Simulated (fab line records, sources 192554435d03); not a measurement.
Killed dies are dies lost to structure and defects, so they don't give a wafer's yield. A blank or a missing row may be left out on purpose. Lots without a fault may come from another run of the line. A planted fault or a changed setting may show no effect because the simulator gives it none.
Chamber matching | flow n5_finfet | N5_BEOL_M9_STRIP_19 on rie_diel-05: 4 sister chambers
The step strips in O2. 4 wafers are shown with their chamber, then 10 later ones without.

WAFERS WITH THEIR CHAMBER
wafer  | chamber | drypump_motor_current_A (A)
L087.1 | 1       | 6.0
L090.1 | 0       | 6.1
L088.3 | 2       | 5.1
L088.5 | 3       | 5.8

WAFERS WITHOUT THEIR CHAMBER
wafer  | drypump_motor_current_A (A)
L088.6 | 5.1
L092.2 | 6.0
L092.3 | 6.1
L092.6 | 6.0
L095.2 | 6.1
L095.4 | 5.0
L095.5 | 5.0
L097.1 | 5.7
L097.3 | 6.1
L097.4 | 6.0

WHICH CHAMBER EACH WENT THROUGH
wafer  | from the rows above     | in truth
L088.6 | 2                       | 2
L092.2 | can't be placed: 1 or 0 | 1
L092.3 | can't be placed: 0 or 1 | 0
L092.6 | can't be placed: 1 or 0 | 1
L095.2 | can't be placed: 0 or 1 | 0
L095.4 | 2                       | 2
L095.5 | 2                       | 2
L097.1 | 3                       | 3
L097.3 | can't be placed: 0 or 1 | 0
L097.4 | can't be placed: 1 or 0 | 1
Placed correctly: 4 of 10. Can't be placed from these rows: 6 (the true chamber is among the candidates in 6). Placed wrongly: 0.
How it was worked out, from the rows above alone: a wafer's distance from a chamber is the root of the sum, over the readings, of the square of ((its reading less the chamber's mean) divided by the reading's scatter). The wafer belongs to the nearest chamber; if the next one is less than 2 further off, it can't be placed. A chamber's mean is the mean of its shown wafers. The scatter: with one shown wafer a chamber, the root of the mean of the squares of how far each hidden wafer lies from its nearest shown one.
